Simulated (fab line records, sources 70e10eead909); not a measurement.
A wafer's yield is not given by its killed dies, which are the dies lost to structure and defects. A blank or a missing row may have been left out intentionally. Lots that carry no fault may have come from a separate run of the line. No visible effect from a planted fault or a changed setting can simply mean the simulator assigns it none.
Which tool was responsible?    flow nandHarc    13 lots, 39 wafers sampled, at 2 steps of a route of 1302

== WHAT THE GAUGES SHOWED, per wafer ==
NHARC_A_SLIT_CD_MEAS_21. Usual: cdNm at 289.2 nm, with a standard deviation of 1.
lot   measured      on        cdNm (nm)          flag
L877  day 20 06:31  cdSem-03  289.2 290.1 290.3  
L876  day 20 11:47  cdSem-01  288.9 288.0 288.2  
L882  day 23 00:51  cdSem-01  288.3 286.8 286.3  
L881  day 23 07:54  cdSem-03  290.6 289.8 289.0  
L887  day 25 11:58  cdSem-02  289.5 289.5 289.9  
L889  day 26 00:08  cdSem-02  289.5 289.3 289.5  
L890  day 26 03:09  cdSem-02  289.2 289.1 289.4  
L892  day 26 12:19  cdSem-03  289.6 289.3 289.3  
L891  day 26 20:49  cdSem-01  289.7 289.4 289.6  
L894  day 28 04:38  cdSem-01  289.2 289.2 289.3  
L895  day 29 03:11  cdSem-02  289.8 288.1 289.9  
L897  day 29 08:05  cdSem-02  288.8 288.9 289.1  
L896  day 29 11:50  cdSem-03  290.9 290.1 290.4  

== WHAT TOOL EACH LOT RAN ON (gives the tool, then ch and the chambers of the sampled wafers, and finally the start) ==
lot   NHARC_A_SLIT_ETCH_29
L877  rieDiel-01 ch 0,1,3, day 20 05:59
L876  rieDiel-07 ch 0,2,3, day 20 11:15
L882  rieDiel-02 ch 0,2,3, day 23 00:19
L881  rieDiel-01 ch 0,2,3, day 23 07:22
L887  rieDiel-01 ch 0,3, day 25 11:25
L889  rieDiel-01 ch 0,1,2, day 25 23:35
L890  rieDiel-01 ch 0,2,3, day 26 02:35
L892  rieDiel-02 ch 1,3, day 26 11:47
L891  rieDiel-01 ch 0,2,3, day 26 20:18
L894  rieDiel-02 ch 2,3, day 28 04:05
L895  rieDiel-01 ch 0,3, day 29 02:40
L897  rieDiel-01 ch 2,3, day 29 07:34
L896  rieDiel-02 ch 0,3, day 29 11:17
- NHARC_A_SLIT_ETCH_29: etches the open film in CF4/O2, target depth 100 nm, overetch 10 nm, time 55 s.

== WHAT THE TOOLS THEMSELVES READ (means of the sampled wafers that have a number; where no wafer has one, the mark that the record gives instead) ==
NHARC_A_SLIT_ETCH_29. Usual: biasW 100.0 W, standard deviation 0.33; cf4FlowSccm 80.01 sccm, standard deviation 0.26; drypumpMotorCurrentA 5.7 A, standard deviation 0.34; oesProductAu 0.999 a.u., standard deviation 0.0095; rfVppV 197.2 V, standard deviation 1.2; showerheadPlenumPTorr 1.30 Torr, standard deviation 0.04; throttleValvePct 13.398 %, standard deviation 0.0092.
lot   tool        biasW (W)  cf4FlowSccm (sccm)  drypumpMotorCurrentA (A)  oesProductAu (a.u.)  rfVppV (V)  showerheadPlenumPTorr (Torr)  throttleValvePct (%)  flag
L877  rieDiel-01  100.0      79.82               5.6                       1.005                197.5       1.31                          13.397                
L876  rieDiel-07  100.4      79.80               5.8                       0.996                198.3       1.36                          13.392                
L882  rieDiel-02  100.0      79.95               5.9                       1.008                197.3       1.28                          13.394                
L881  rieDiel-01  100.0      79.84               5.6                       0.998                197.8       1.32                          13.395                
L887  rieDiel-01  100.1      79.95               5.7                       0.996                197.2       1.31                          13.390                
L889  rieDiel-01  -          -                   -                         -                    -           -                             -                     OFF
L890  rieDiel-01  -          -                   -                         -                    -           -                             -                     OFF
L892  rieDiel-02  99.9       79.83               6.0                       0.997                197.2       1.27                          13.394                
L891  rieDiel-01  100.4      80.08               5.6                       0.982                198.1       1.32                          13.405                
L894  rieDiel-02  100.0      79.88               6.0                       0.995                196.4       1.27                          13.408                
L895  rieDiel-01  100.1      80.25               5.9                       1.002                197.2       1.32                          13.391                
L897  rieDiel-01  100.2      80.23               5.4                       0.982                198.0       1.32                          13.405                
L896  rieDiel-02  100.2      80.11               5.8                       1.002                196.4       1.28                          13.399                

== THE ANSWER, worked out from the rows above alone ==
Rule: a lot counts as off when the mean over its wafers that have a number is more than 3 standard deviations away from the usual mean. A lot without any number at a reading at which 4 lots or more have one is off too. Where the step has rows for the other lots, those lots are counted as sound. Order of review: gauges by route order, followed by the tools' own readings, for which a lot's mean as printed above is used. At the first step where some lot is off, the reading lying furthest off is the one used; lots without a number count as furthest.
Off at NHARC_A_SLIT_ETCH_29 (biasW): L889, L890. Without a number there: L889, L890.
If a tool, at that step or one of the process steps before it, ran each lot that is off and ran no sound lot following the first of them, it fits. No candidate that was tried fits.

== WHAT THE SIMULATOR HAD PUT IN ==
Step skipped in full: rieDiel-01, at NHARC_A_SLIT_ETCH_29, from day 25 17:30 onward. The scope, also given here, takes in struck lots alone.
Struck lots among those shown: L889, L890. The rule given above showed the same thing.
